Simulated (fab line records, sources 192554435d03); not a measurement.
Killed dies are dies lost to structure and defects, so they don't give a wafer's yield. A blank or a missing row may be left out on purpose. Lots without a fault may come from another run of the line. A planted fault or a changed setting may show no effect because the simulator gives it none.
Chamber matching | flow n5_finfet | N5_BEOL_M5_CURE_79 on uv_cure-03: 3 sister chambers
The step cures SiCOH lowk, time 240 s. 22 wafers are shown with their chamber, then 11 later ones without.

WAFERS WITH THEIR CHAMBER
wafer  | chamber | wafer_temp_C_max | lamp_power_pct (%)
L074.3 | 0       | 387.4            | 52.28
L074.4 | 0       | 387.9            | 52.37
L074.5 | 0       | 387.5            | 52.28
L079.1 | 0       | 386.5            | 52.25
L079.5 | 0       | 387.1            | 52.27
L079.6 | 0       | 387.4            | 52.29
L079.2 | 0       | 386.6            | 52.30
L079.3 | 0       | 387.4            | 52.38
L079.4 | 0       | 387.0            | 52.30
L083.4 | 0       | 387.0            | 52.34
L083.5 | 0       | 386.8            | 52.24
L083.6 | 0       | 387.4            | 52.37
L085.1 | 2       | 386.6            | 52.32
L085.4 | 2       | 386.3            | 52.36
L085.5 | 2       | 387.6            | 52.40
L085.2 | 2       | 386.9            | 52.31
L085.3 | 2       | 386.9            | 52.32
L085.6 | 2       | 386.7            | 52.48
L084.2 | 1       | 388.1            | 52.35
L084.4 | 1       | 387.3            | 52.35
L084.6 | 1       | 387.7            | 52.34
L087.1 | 0       | 387.2            | 52.28

SIGNATURES (means of the wafers above)
reading          | chamber 0 | chamber 1 | chamber 2 | scatter within a chamber
wafer_temp_C_max | 387.169   | 387.700   | 386.833   | 0.404
lamp_power_pct   | 52.3038   | 52.3467   | 52.3650   | 0.05
Rule: a wafer's distance from a chamber is the root of the sum, over the readings, of the square of ((its reading less the chamber's mean) divided by the reading's scatter). The wafer belongs to the nearest chamber; if the next one is less than 2 further off, it can't be placed. The scatter: the root of (the sum of the squares of (reading less its chamber's mean) over the shown wafers, divided by (wafers less chambers)).

WAFERS WITHOUT THEIR CHAMBER
wafer  | wafer_temp_C_max | lamp_power_pct (%)
L087.2 | 387.3            | 52.34
L087.3 | 387.4            | 52.32
L090.1 | 387.1            | 52.19
L090.2 | 386.9            | 52.30
L090.3 | 386.9            | 52.31
L092.1 | 386.9            | 52.22
L092.4 | 387.2            | 52.20
L092.5 | 387.1            | 52.34
L094.2 | 387.2            | 52.22
L094.3 | 387.1            | 52.33
L094.6 | 387.7            | 52.34

WHICH CHAMBER EACH WENT THROUGH
wafer  | from the rows above          | in truth
L087.2 | can't be placed: 0 or 1 or 2 | 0
L087.3 | can't be placed: 0 or 1 or 2 | 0
L090.1 | can't be placed: 0 or 1 or 2 | 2
L090.2 | can't be placed: 0 or 2 or 1 | 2
L090.3 | can't be placed: 0 or 2 or 1 | 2
L092.1 | can't be placed: 0 or 2 or 1 | 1
L092.4 | can't be placed: 0 or 1 or 2 | 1
L092.5 | can't be placed: 0 or 2 or 1 | 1
L094.2 | can't be placed: 0 or 1 or 2 | 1
L094.3 | can't be placed: 0 or 2 or 1 | 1
L094.6 | can't be placed: 1 or 0      | 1
Placed correctly: 0 of 11. Can't be placed from these rows: 11 (the true chamber is among the candidates in 11). Placed wrongly: 0.
